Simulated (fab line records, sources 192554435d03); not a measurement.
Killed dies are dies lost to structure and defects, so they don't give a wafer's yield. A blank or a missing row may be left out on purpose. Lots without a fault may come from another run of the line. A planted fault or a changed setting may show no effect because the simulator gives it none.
fab line records	flow n5_finfet
[record] lots = 6	wafers = 18	last_day = 20
route steps=1938 shown BEOL_M2@894 BEOL_M4@1111 PASSIVATION@1936
lots with no fault: from the same line, run without faults
start_h: hours from the record's first day to the start of the lot's first wafer shown	wait_h: time in hours since the lot's previous step	" unchanged from the row above	L1.1+2: a single row standing in for several wafers	- no value, or no start given	* or withheld: withheld	< > ~ a bound
route shown NAME@n: names a module that has steps shown in the file, with the first one's number in the route	usual: mean and standard deviation over wafers with no fault	same: alike in all rows	chamber/n: place in a boat	sites: per-site readings	_std_site: the values' standard deviation	_edge_site: mean of outer sites minus mean of inner sites	radius_mm: for every site, how far away it sits from the centre of the wafer	mask NAME#n: copy n	behind: the most recent tool/chamber to have shaped the wafer	hold: cause of the lot's hold/its duration in hours/its outcome	device: which transistor (n, p or np) failed to switch	end of line: tests run on the same wafers once the route is complete	where a step has no rows: the recipe by itself	killed: at the first sort, the dies lost to defects and structure; wafer yield is something else	map: shows each die of a wafer: x if killed, . if not, _ if none is there
set.NAME: the setting the step ran with; set.NAME@STEP: the setting that earlier step ran with	model.NAME: the simulator's own value behind a step, which no gauge read
lots at selected steps of the route; one table per step, one row per wafer
services: from which hour (start_h, from the record's first day; less than 0 if before it) a tool's chamber was out of use, for how many hours, and why
[[steps]]
[step N5_BEOL_M2_HM_STRIP_39]
[recipe] chemistry = peroxide_tin_strip	material = TiN	target_depth_a = 250	temp_c = 50	time_s = 158
[step N5_BEOL_M2_SRD_40]
[recipe] time_s = 30	temp_c = 23	rinse_liquid = diw	dry = ipa_marangoni
[step N5_BEOL_M2_PRECLEAN_42]
[recipe] chemistry = residue_remover	time_s = 60	temp_c = 40
[step N5_BEOL_M2_SRD_43]
[recipe] time_s = 30	temp_c = 23	rinse_liquid = diw	dry = ipa_marangoni
[step N5_BEOL_M2_CD_MEAS_35]
[recipe] target_cd_nm = 18	target_cd_y_nm = 22.2	polarity = opening
[usual] cd_nm = 17.98/0.29
lot.wafer	tool	chamber	start_h	wait_h	cd_nm
L540.2	cd_sem-01	-	201.42	0.0	18.19
L540.3	"	-	"	"	17.82
L540.5	"	-	"	"	17.75
L539.2	cd_sem-01	-	218.19	0.0	18.30
L539.3	"	-	"	"	18.00
L539.4	"	-	"	"	17.92
L549.1	cd_sem-03	-	265.02	0.0	17.77
L549.3	"	-	"	"	18.07
L549.6	"	-	"	"	17.82
L552.2	cd_sem-03	-	292.06	0.0	18.46
L552.4	"	-	"	"	17.80
L552.5	"	-	"	"	17.73
L553.1	cd_sem-02	-	301.30	0.0	18.39
L553.3	"	-	"	"	17.81
L553.5	"	-	"	"	18.18
L554.3	cd_sem-01	-	310.19	0.0	18.24
L554.4	"	-	"	"	18.24
L554.6	"	-	"	"	18.15
[step N5_BEOL_M2_DEGAS_44]
[recipe] ambient = vacuum	temp_c = 250	time_s = 60
[usual] heater_power_w = 332/21
lot.wafer	tool	chamber	start_h	wait_h	heater_power_w
L540.2	pvd_sputter-03	-	201.96	0.5	301
L540.3	"	-	"	"	329
L540.5	"	-	"	"	319
L539.2	pvd_sputter-02	-	218.30	0.1	351
L539.3	"	-	"	"	359
L539.4	"	-	"	"	323
L549.1	pvd_sputter-02	-	265.08	0.1	342
L549.3	"	-	"	"	356
L549.6	"	-	"	"	347
L552.2	pvd_sputter-01	-	292.17	0.1	324
L552.4	"	-	"	"	294
L552.5	"	-	"	"	344
L553.1	pvd_sputter-03	-	301.36	0.1	295
L553.3	"	-	"	"	319
L553.5	"	-	"	"	301
L554.3	pvd_sputter-02	-	310.76	0.6	351
L554.4	"	-	"	"	351
L554.6	"	-	"	"	352
[step N5_BEOL_M2_PRE_CLEAN_45]
[recipe] gas = H2/He	time_s = 30	temp_c = 250
[step N5_BEOL_M2_ALD_84]
[recipe] material = TaN	target_thk_a = *	temp_c = 275	ald_precursor_family = PDMAT	ald_co_reactant = NH3	pressure_torr = 3	carrier_flow_sccm = 1500	pulse_time_s = 2	purge_time_s = 3	co_reactant_purge_time_s = 2	co_reactant_pulse_time_s = 3	ald_cycles = 30	precursor_vessel_temp_c = 75	precursor_vessel_pressure_torr = 26.25	precursor_vessel_carrier_sccm = 1000
[usual] heater_power_w = 427/44	precursor_vessel_pressure_torr = 26.25/0.05
lot.wafer	tool	chamber	start_h	wait_h	heater_power_w	precursor_vessel_pressure_torr
L540.2	ald_metal-03	2	202.08	0.1	339	26.16
L540.3	"	3	"	"	381	26.25
L540.5	"	0	"	"	403	26.25
L539.2	ald_metal-03	2	218.44	0.1	351	26.26
L539.3	"	3	"	"	381	26.27
L539.4	"	3	"	"	375	26.25
L549.1	ald_metal-02	3	265.19	0.0	449	26.22
L549.3	"	1	"	"	431	26.27
L549.6	"	0	"	"	485	26.28
L552.2	ald_metal-01	2	292.27	0.0	471	26.30
L552.4	"	0	"	"	407	26.25
L552.5	"	0	"	"	403	26.24
L553.1	ald_metal-03	2	301.49	0.1	335	26.23
L553.3	"	0	"	"	406	26.23
L553.5	"	0	"	"	395	26.20
L554.3	ald_metal-01	3	310.90	0.1	400	26.25
L554.4	"	0	"	"	402	26.23
L554.6	"	1	"	"	415	26.19
[step N5_BEOL_M2_SURFACE_TREAT_85]
[recipe] gas = Ar	time_s = *	ion_energy_ev = *	ion_current_ma_cm2 = 0.5	pressure_mtorr = *	ar_flow_sccm = 30
[usual] throttle_valve_pct = *
lot.wafer	tool	chamber	start_h	wait_h	throttle_valve_pct
L540.2	pvd_sputter-03	-	202.32	0.1	*
L540.3	"	-	"	"	*
L540.5	"	-	"	"	*
L539.2	pvd_sputter-01	-	218.86	0.3	*
L539.3	"	-	"	"	*
L539.4	"	-	"	"	*
L549.1	pvd_sputter-02	-	265.56	0.3	*
L549.3	"	-	"	"	*
L549.6	"	-	"	"	*
L552.2	pvd_sputter-02	-	292.94	0.6	*
L552.4	"	-	"	"	*
L552.5	"	-	"	"	*
L553.1	pvd_sputter-01	-	301.76	0.2	*
L553.3	"	-	"	"	*
L553.5	"	-	"	"	*
L554.3	pvd_sputter-03	-	311.38	0.4	*
L554.4	"	-	"	"	*
L554.6	"	-	"	"	*
[step N5_BEOL_M2_CVD_47]
[recipe] material = Co	target_thk_a = 30	temp_c = withheld	precursor = CCTBA/H2	pressure_torr = 30	time_s = 223.8
[step N5_BEOL_M2_SPUTTER_48]
[recipe] material = Cu	target_thk_a = 45	temp_c = -20	chamber_pressure_pa = 0.07	power_w = withheld	time_s = 8.29
[usual] chamber_pressure_pa = 0.07002/0.00014	chuck_gas_flow_sccm = 1.26/0.051	chuck_sensor_temp_C = -15.8/0.59	throttle_valve_pct = 30.4/0.65
lot.wafer	tool	chamber	start_h	wait_h	chamber_pressure_pa	chuck_gas_flow_sccm	chuck_sensor_temp_C	throttle_valve_pct
L540.2	pvd_sputter-03	-	202.58	0.1	0.07012	1.22	-15.9	30.8
L540.3	"	-	"	"	0.07003	1.36	-15.8	29.6
L540.5	"	-	"	"	0.07007	1.26	-16.6	30.5
L539.2	pvd_sputter-01	-	219.16	0.1	0.07009	1.26	-16.1	31.9
L539.3	"	-	"	"	0.07006	1.22	-16.3	30.1
L539.4	"	-	"	"	0.07016	1.37	-17.0	31.3
L549.1	pvd_sputter-01	-	265.87	0.2	0.06978	1.18	-16.0	31.8
L549.3	"	-	"	"	0.06978	1.30	-16.2	30.2
L549.6	"	-	"	"	0.06976	1.30	-16.8	31.5
L552.2	pvd_sputter-03	-	293.53	0.2	0.07005	1.26	-16.6	30.4
L552.4	"	-	"	"	0.0699	1.26	-15.8	29.5
L552.5	"	-	"	"	0.06974	1.29	-15.9	29.4
L553.1	pvd_sputter-03	-	302.13	0.2	0.07002	1.32	-16.0	30.8
L553.3	"	-	"	"	0.06976	1.33	-15.9	29.6
L553.5	"	-	"	"	0.06975	1.18	-15.7	29.7
L554.3	pvd_sputter-03	-	311.72	0.1	0.06989	1.30	-16.6	30.1
L554.4	"	-	"	"	0.07005	1.29	-16.1	30.7
L554.6	"	-	"	"	0.06988	1.28	-14.9	30.1
[step N5_BEOL_M2_ANNEAL_49]
[recipe] temp_c = 400	time_s = 240	ambient = vacuum
[step N5_BEOL_M2_SPUTTER_79]
[recipe] material = Cu	target_thk_a = 45	temp_c = -20	chamber_pressure_pa = 0.07	power_w = withheld	time_s = 8.29
[usual] chamber_pressure_pa = 0.07002/0.00013	chuck_gas_flow_sccm = 1.27/0.056	chuck_sensor_temp_C = -15.8/0.57	throttle_valve_pct = 30.4/0.64
lot.wafer	tool	chamber	start_h	wait_h	chamber_pressure_pa	chuck_gas_flow_sccm	chuck_sensor_temp_C	throttle_valve_pct
L540.2	pvd_sputter-03	-	202.80	0.1	-	-	-	-
L540.3	"	-	"	"	-	-	-	-
L540.5	"	-	"	"	-	-	-	-
L539.2	pvd_sputter-01	-	219.38	0.1	-	-	-	-
L539.3	"	-	"	"	-	-	-	-
L539.4	"	-	"	"	-	-	-	-
L549.1	pvd_sputter-01	-	266.09	0.1	0.07018	1.23	-16.2	31.6
L549.3	"	-	"	"	0.06986	1.31	-16.2	30.1
L549.6	"	-	"	"	0.07012	1.25	-16.7	31.4
L552.2	pvd_sputter-03	-	293.75	0.1	0.07003	1.14	-16.7	30.2
L552.4	"	-	"	"	0.07017	1.22	-16.0	29.6
L552.5	"	-	"	"	0.07004	1.26	-15.9	29.7
L553.1	pvd_sputter-03	-	302.35	0.1	0.06997	1.31	-16.1	30.7
L553.3	"	-	"	"	0.07008	1.19	-15.9	29.2
L553.5	"	-	"	"	0.06986	1.29	-15.9	29.6
L554.3	pvd_sputter-03	-	311.94	0.1	0.0699	1.36	-16.4	30.4
L554.4	"	-	"	"	0.06984	1.21	-15.9	30.8
L554.6	"	-	"	"	0.06986	1.24	-14.9	30.4
[step N5_BEOL_M2_ANNEAL_80]
[recipe] temp_c = 400	time_s = 240	ambient = vacuum
[usual] heater_power_w = 824/49
lot.wafer	tool	chamber	start_h	wait_h	heater_power_w
L540.2	pvd_sputter-03	-	202.88	0.0	730
L540.3	"	-	"	"	814
L540.5	"	-	"	"	872
L539.2	pvd_sputter-01	-	219.46	0.0	790
L539.3	"	-	"	"	839
L539.4	"	-	"	"	728
L549.1	pvd_sputter-01	-	266.17	0.0	806
L549.3	"	-	"	"	840
L549.6	"	-	"	"	745
L552.2	pvd_sputter-03	-	293.83	0.0	886
L552.4	"	-	"	"	806
L552.5	"	-	"	"	824
L553.1	pvd_sputter-03	-	302.43	0.0	757
L553.3	"	-	"	"	835
L553.5	"	-	"	"	815
L554.3	pvd_sputter-03	-	312.02	0.0	887
L554.4	"	-	"	"	756
L554.6	"	-	"	"	809
[step N5_BEOL_M4_RC_MEAS_101]
[usual] DIBL_N = 36.6/1.1	DIBL_P = 36.8/1.6	IOFF_N = 0.169/0.024	IOFF_P = 0.206/0.028	ION_N = 679/9.2	ION_P = 462/7	SS_N = 71.6/0.57	SS_P = 73.3/0.57	VT_N = 248.8/2.4	VT_P = -251/3
lot.wafer	tool	chamber	start_h	wait_h	DIBL_N[mV/V]	DIBL_P[mV/V]	IOFF_N[nA/um]	IOFF_P[nA/um]	ION_N[uA/um]	ION_P[uA/um]	SS_N[mV/dec]	SS_P[mV/dec]	VT_N[mV]	VT_P[mV]
L540.2	prober-01	0	245.39	0.2	37.3	36.2	0.168	0.235	685	470	71.2	73.1	245.6	-248
L540.3	"	0	"	"	37.0	35.7	0.156	0.223	683	477	71.5	72.9	247.1	-249
L540.5	"	0	"	"	36.1	34.9	0.150	0.222	689	471	71.3	72.8	248.8	-247
L539.2	prober-01	0	255.19	0.2	35.2	35.9	0.143	0.199	681	463	71.8	72.9	249.2	-251
L539.3	"	0	"	"	38.0	39.0	0.195	0.250	685	467	72.2	73.5	248.4	-248
L539.4	"	0	"	"	37.4	37.8	0.192	0.236	692	463	72.3	73.7	247.9	-248
L549.1	prober-01	0	304.79	0.0	38.7	38.7	0.226	0.232	698	466	72.6	73.9	243.9	-249
L549.3	"	0	"	"	38.3	39.5	0.212	0.242	684	466	72.2	74.1	247.3	-249
L549.6	"	0	"	"	37.5	36.6	0.187	0.199	677	461	72.4	72.7	248.9	-250
L552.2	prober-02	0	339.23	0.2	35.2	36.5	0.157	0.170	678	457	70.8	73.3	247.4	-257
L552.4	"	0	"	"	35.2	36.7	0.164	0.172	678	451	71.2	73.4	248.4	-258
L552.5	"	0	"	"	34.4	35.9	0.144	0.162	678	453	71.1	72.9	249.1	-257
L553.1	prober-02	0	345.10	0.0	35.6	35.8	0.133	0.178	673	458	70.6	73.8	252.9	-253
L553.3	"	0	"	"	38.3	38.3	0.183	0.217	687	464	72.0	73.6	245.2	-253
L553.5	"	0	"	"	37.6	38.9	0.179	0.229	691	473	71.5	73.2	246.8	-250
L554.3	prober-02	0	349.34	0.3	36.7	38.0	0.161	0.190	692	461	71.1	73.1	252.2	-254
L554.4	"	0	"	"	35.4	36.6	0.131	0.168	671	458	71.0	72.6	254.1	-255
L554.6	"	0	"	"	37.7	39.6	0.175	0.218	678	462	72.5	73.6	247.5	-250
[step N5_PASSIVATION_PROBE_49]
[usual] defect_limited_yield = 91.1/1.5	killed_at_M0_to_M3 = 36/11	killed_at_M4_up = 14/5.6	killed_at_contacts = 11/5.6	killed_at_front_end = 40/12	killed_at_other = 4/3.2	killed_dies = 105/17	killed_open = 69/12	killed_short = 34/8.4	sort_bin_5_function = 5.2/0.95	sort_bin_6_memory = 3.3/0.63	sort_n_pass = 1075/17	sort_yield_pct = 91.1/1.5
[same] gross_dies = 1180	killed_at_back_side = 0	sort_bin_4_leakage[%] = 0	sort_bin_8_speed[%] = 0
lot.wafer	tool	chamber	start_h	wait_h	defect_limited_yield[%]	killed_at_M0_to_M3	killed_at_M4_up	killed_at_contacts	killed_at_front_end	killed_at_other	killed_dies	killed_open	killed_short	sort_bin_5_function[%]	sort_bin_6_memory[%]	sort_n_pass	sort_yield_pct[%]
L540.2	prober-02	-	357.46	0.1	91.7	37	10	9	41	1	98	53	37	4.4	3.7	1082	91.7
L540.3	prober-02	-	357.51	0.1	89.2	54	11	7	55	1	128	69	43	5.9	4.0	1052	89.2
L540.5	prober-02	-	357.61	0.2	91.0	35	11	13	41	6	106	72	24	5.1	3.1	1074	91.0
L539.2	prober-02	-	363.12	0.1	90.4	39	15	9	36	14	113	74	33	6.6	2.7	1067	90.4
L539.3	prober-02	-	363.17	0.1	89.3	36	13	8	61	8	126	74	46	6.4	3.7	1054	89.3
L539.4	prober-02	-	363.22	0.2	90.1	47	19	6	38	7	117	82	27	4.7	4.9	1063	90.1
L553.1	prober-01	-	443.28	0.0	88.6	40	20	17	55	2	134	98	34	7.2	3.9	1046	88.6
L553.3	prober-01	-	443.38	0.1	88.5	37	18	34	45	2	136	75	57	5.8	4.7	1044	88.5
L553.5	prober-01	-	443.48	0.2	91.8	34	13	10	39	1	97	62	34	4.6	3.4	1083	91.8
// killed by level:class
L540.2 FIN_SAQP:geometric_particle:short=10 FIN_SAQP:geometric_particle:open=10 BEOL_M0_SAQP:geometric_particle:open=8 DUMMY_GATE:geometric_particle:open=6 BEOL_M2:interface_void_opened=6 MOL_CONTACT_COAG:geometric_particle:open=5 BEOL_M0_SAQP:geometric_particle:short=5 BEOL_M1:geometric_particle:open=5
L540.3 BEOL_M3:geometric_particle:open=16 BEOL_M0_SAQP:geometric_particle:short=11 FIN_SAQP:geometric_particle:short=9 HKMG_FIN:area_etch=9 FIN_SAQP:geometric_particle:open=7 BEOL_M0_SAQP:geometric_particle:open=7 GATE_CUT:geometric_particle:short=6 MOL_CONTACT_COAG:geometric_particle:open=6
L540.5 FIN_SAQP:geometric_particle:open=10 STI_FIN_REVEAL:geometric_particle:open=10 MOL_CONTACT_COAG:geometric_particle:open=10 BEOL_M0_SAQP:geometric_particle:short=8 BEOL_M0_SAQP:geometric_particle:open=8 BEOL_M4:geometric_particle:open=7 BEOL_M1:geometric_particle:open=6 HKMG_FIN:area_etch=5
L539.2 BEOL_M1:geometric_particle:open=12 MOL_CONTACT_COAG:geometric_particle:open=9 FIN_SAQP:geometric_particle:open=8 STI_FIN_REVEAL:geometric_particle:open=7 MIM_TOP_ETCH:geometric_particle:short=7 BEOL_M0_SAQP:geometric_particle:open=5 BEOL_M2:interface_void_opened=5 BEOL_M1:geometric_particle:short=4
L539.3 FIN_SAQP:geometric_particle:open=16 STI_FIN_REVEAL:geometric_particle:open=12 FIN_SAQP:geometric_particle:short=10 MOL_CONTACT_COAG:geometric_particle:open=8 GATE_CUT:geometric_particle:short=6 BEOL_M0_SAQP:geometric_particle:open=6 BEOL_M4:geometric_particle:open=6 BEOL_M2:interface_void_opened=6
L539.4 FIN_SAQP:geometric_particle:open=13 BEOL_M4:geometric_particle:open=10 STI_FIN_REVEAL:geometric_particle:open=9 BEOL_M1:geometric_particle:open=9 BEOL_M0_SAQP:geometric_particle:open=8 BEOL_M2:geometric_particle:open=8 BEOL_M2:interface_void_opened=5 MOL_CONTACT_COAG:geometric_particle:open=5
L553.1 FIN_SAQP:geometric_particle:open=21 MOL_CONTACT_COAG:geometric_particle:open=14 BEOL_M4:geometric_particle:open=13 BEOL_M0_SAQP:geometric_particle:open=12 BEOL_M0_SAQP:geometric_particle:short=9 BEOL_M2:geometric_particle:open=7 FIN_SAQP:geometric_particle:short=6 DUMMY_GATE:geometric_particle:open=6
L553.3 MOL_CONTACT_COAG:geometric_particle:open=24 BEOL_M4:geometric_particle:open=13 STI_FIN_REVEAL:geometric_particle:open=12 FIN_SAQP:geometric_particle:short=10 BEOL_M0_SAQP:geometric_particle:short=10 MOL_CONTACT_COAG:geometric_particle:short=10 BEOL_M0_SAQP:geometric_particle:open=7 STARTING-WAFER:geometric_particle:short=5
L553.5 MOL_CONTACT_COAG:geometric_particle:open=10 FIN_SAQP:geometric_particle:open=9 FIN_SAQP:geometric_particle:short=9 BEOL_M0_SAQP:geometric_particle:open=9 BEOL_M0_SAQP:geometric_particle:short=8 BEOL_M4:geometric_particle:open=7 STI_FIN_REVEAL:geometric_particle:open=6 BEOL_M1:geometric_particle:open=4
[[services]]
tool	chamber	start_h	hours	kind
ald_metal-03	-	182.19	4.0	repair
ald_metal-03	1	216.19	3.5	repair
ald_metal-01	3	230.30	46.8	repair
ald_metal-03	2	279.44	5.9	repair
pvd_sputter-02	-	295.39	5.2	repair
[[key]]
[first_sign] step = N5_BEOL_M2_SPUTTER_79	reading = tool_record	direction = missing
effect none on later readings
met_at N5_BEOL_M2_SPUTTER_79
struck_wafers L539.2,L539.3,L539.4,L540.2,L540.3,L540.5
[fault] kind = skipped_step_whole	tool = pvd_sputter-01,pvd_sputter-03	chamber = -	onset_h = 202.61	steps = N5_BEOL_M2_SPUTTER_79	scope = struck_lots_only
